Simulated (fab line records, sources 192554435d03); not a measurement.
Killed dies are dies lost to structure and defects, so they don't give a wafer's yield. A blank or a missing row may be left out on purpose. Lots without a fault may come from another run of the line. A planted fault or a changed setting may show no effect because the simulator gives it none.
Problem report in the 8D (eight disciplines) form, filled by code | flow n5_finfet | the parts of the form that need people (team, actions taken, sign-off) are left out

1. THE PROBLEM
killed_at_other at N5_PASSIVATION_PROBE_49 reads a mean of 736 on 2 wafers of 2 lots; wafers without a fault read 4 with a standard deviation of 3.6. That is +99 or more standard deviations from the usual mean.
First seen on wafer L495.4, day 13 12:57, on prober-01. The record holds 18 wafers of 7 lots with a number at this step. Rule for "out", or "out of limits": more than 4 standard deviations from the usual mean. The other wafers with a number count as sound.

2. WHAT IT IS AND WHAT IT IS NOT
question                    | is                                                                                                                  | is not
which readings at this step | killed_at_other, defect_limited_yield, killed_dies, killed_on_rim, sort_bin_5_function, sort_n_pass, sort_yield_pct | killed_at_M0_to_M3, killed_at_M4_up, killed_at_contacts, killed_at_front_end, killed_open, killed_short
which lots                  | L494, L495                                                                                                          | L491, L503, L506, L507, L511
which wafers of those lots  | L494.2, L495.4                                                                                                      | L494.6, L495.1, L495.5
read on which tools         | prober-01                                                                                                           | prober-02
when                        | from day 13 12:57                                                                                                   | up to then (4 sound wafers); but 12 sound wafers of L494, L495, L503, L506, L507, L511 came after

3. SUSPECTS, AND WHAT RULES EACH OUT
Counting: a tool at a process step up to the reading stays a suspect if it ran every lot that is out. Sound lots after the first of them don't rule it out here, since some wafers of a struck lot are sound.
- rie_metal-02 at N5_MIM_BOT_ETCH_ETCH_00 (etches TiN in Cl2/BCl3, target depth 45.5 nm): kept. It ran every lot that is out, first L495 (day 13 04:13); its last sound lot up to then is L491 (day 12 02:16).
- rie_diel-06 at N5_PASSIVATION_PASS_ETCH_47 (etches SiNx in CF4/O2, target depth 770 nm, time 385 s): kept. It ran every lot that is out, first L495 (day 13 09:47); its last sound lot up to then is L491 (day 12 08:03).
- prober-01 at N5_PASSIVATION_PROBE_49: kept. It ran every lot that is out, first L495 (day 13 12:48); its last sound lot up to then is L491 (day 12 11:04). Its own readings are out on those wafers: defect_limited_yield, killed_at_other, killed_dies, killed_on_rim, sort_bin_5_function, sort_n_pass, sort_yield_pct.
- Within rie_diel-06 at N5_PASSIVATION_PASS_ETCH_47: the wafers that are out ran in chamber 0; their sound lot-mates ran in chamber 1.
Left after counting: rie_metal-02 at N5_MIM_BOT_ETCH_ETCH_00, rie_diel-06 at N5_PASSIVATION_PASS_ETCH_47, prober-01 at N5_PASSIVATION_PROBE_49.

4. THE CAUSE (what the simulator had put in)
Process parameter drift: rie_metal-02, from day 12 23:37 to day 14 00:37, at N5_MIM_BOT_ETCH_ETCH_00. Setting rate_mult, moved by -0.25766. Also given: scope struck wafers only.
Counting left 3 suspects, and this tool is among them.

5. THE CHAIN OF EFFECTS, in route order
Each row: a reading whose mean over the struck wafers that have a number lies more than 3 standard deviations from the usual. Only readings for which the record gives a usual standard deviation are gone through. hours: the time from each lot's start at the first step in this table that gives one to its start at this step, as a median over the lots. sigmas: the change in usual standard deviations.
hours | step                    | reading              | usual  | on struck wafers | change | sigmas
0     | N5_PASSIVATION_PROBE_49 | defect_limited_yield | 91.1 % | 29.0             | -62.0  | -44
0     | N5_PASSIVATION_PROBE_49 | killed_at_other      | 4      | 736              | +732   | +99 or more
0     | N5_PASSIVATION_PROBE_49 | killed_dies          | 105    | 837              | +732   | +46
0     | N5_PASSIVATION_PROBE_49 | killed_on_rim        | 13     | 74               | +61    | +16
0     | N5_PASSIVATION_PROBE_49 | sort_bin_5_function  | 5.2 %  | 67.5             | +62.3  | +71
0     | N5_PASSIVATION_PROBE_49 | sort_n_pass          | 1075   | 343              | -732   | -46
0     | N5_PASSIVATION_PROBE_49 | sort_yield_pct       | 91.1 % | 29.0             | -62.0  | -44
The process steps in it:
- N5_PASSIVATION_PROBE_49

6. WHAT WOULD HAVE CAUGHT IT SOONER
In this record the first reading out of limits was taken at day 13 12:57, 13 hours after the fault began at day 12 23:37.
Of the tool readings at N5_MIM_BOT_ETCH_ETCH_00 for which the record gives a usual standard deviation, none was out on any struck wafer, so an alarm limit of 4 standard deviations on them would not have fired.
Of the lots that are out (2), L494 began N5_MIM_BOT_ETCH_ETCH_00 on rie_metal-02 after day 13 12:57. A hold on the tool at that time would have spared it.
